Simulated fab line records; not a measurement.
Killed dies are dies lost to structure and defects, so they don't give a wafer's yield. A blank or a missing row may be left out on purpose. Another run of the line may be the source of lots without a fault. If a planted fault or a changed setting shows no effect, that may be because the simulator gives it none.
Chamber matching -- flow n5-finfet -- 4 sister chambers for N5_DUMMY_REMOVAL_STRIP_10 on rie-diel-01
The step strips in N2/H2, time 40 s. 4 wafers are shown with their chamber, then 7 later ones without.

EACH WAFER AND ITS CHAMBER
wafer,chamber,showerhead-plenum-p-Torr (Torr)
L087.2,1,3.25
L087.3,3,3.29
L088.1,2,3.30
L088.4,0,3.52

WAFERS WHOSE CHAMBER IS MISSING
wafer,showerhead-plenum-p-Torr (Torr)
L088.5,3.30
L089.1,3.30
L089.3,3.52
L089.6,3.52
L094.1,3.51
L094.4,3.28
L094.6,3.28

THE CHAMBER EACH PASSED THROUGH
wafer,from the rows above,in truth
L088.5,can't be placed: 2 or 3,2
L089.1,can't be placed: 2 or 3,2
L089.3,0,0
L089.6,0,0
L094.1,0,0
L094.4,can't be placed: 3 or 2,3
L094.6,can't be placed: 3 or 2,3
Correct placement for 3 of the 7. These rows do not allow placing 4 (true chamber among the candidates in 4). Number placed wrongly: 0.
How it was worked out, from the rows above alone: a wafer's distance from a chamber is the root of the sum, over the readings, of the square of ((its reading less the chamber's mean) divided by the reading's scatter). The wafer belongs to the nearest chamber; if the next one is less than 2 further off, it can't be placed. For every chamber, the mean is computed from those of its wafers that are shown. The scatter: root of mean squared gap, hidden wafer to nearest shown wafer, with one shown wafer a chamber.
